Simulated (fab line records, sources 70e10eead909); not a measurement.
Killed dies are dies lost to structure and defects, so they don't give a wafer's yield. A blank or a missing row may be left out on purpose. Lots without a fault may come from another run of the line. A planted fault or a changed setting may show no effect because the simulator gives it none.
Chamber matching | flow nand_harc | NHARC_P_CONTACT_ALD_22 on ald_metal-04: 4 sister chambers
The step deposits TiN, target thk 3 nm, pulse time 1 s, ald cycles 150. 8 wafers are shown with their chamber, then 7 later ones without.

WAFERS WITH THEIR CHAMBER
wafer  | chamber | heater_power_w (W) | heater_power_outer_w (W)
L078.4 | 2       | 1080               | 659
L078.5 | 0       | 962                | 643
L080.1 | 2       | 1093               | 670
L082.1 | 1       | 1158               | 722
L082.4 | 3       | 1013               | 725
L082.5 | 0       | 949                | 617
L085.4 | 3       | 1055               | 734
L085.5 | 1       | 1177               | 757

WAFERS WITHOUT THEIR CHAMBER
wafer  | heater_power_w (W) | heater_power_outer_w (W)
L085.6 | 1071               | 659
L093.2 | 1086               | 671
L093.3 | 1176               | 727
L093.5 | 1059               | 732
L094.1 | 964                | 629
L094.4 | 1045               | 728
L094.6 | 1083               | 658

WHICH CHAMBER EACH WENT THROUGH
wafer  | from the rows above | in truth
L085.6 | 2                   | 2
L093.2 | 2                   | 2
L093.3 | 1                   | 1
L093.5 | 3                   | 3
L094.1 | 0                   | 0
L094.4 | 3                   | 3
L094.6 | 2                   | 2
Placed correctly: 7 of 7. Can't be placed from these rows: 0. Placed wrongly: 0.
How it was worked out, from the rows above alone: a wafer's distance from a chamber is the root of the sum, over the readings, of the square of ((its reading less the chamber's mean) divided by the reading's scatter). The wafer belongs to the nearest chamber; if the next one is less than 2 further off, it can't be placed. A chamber's mean is the mean of its shown wafers. The scatter: the root of (the sum of the squares of (reading less its chamber's mean) over the shown wafers, divided by (wafers less chambers)).
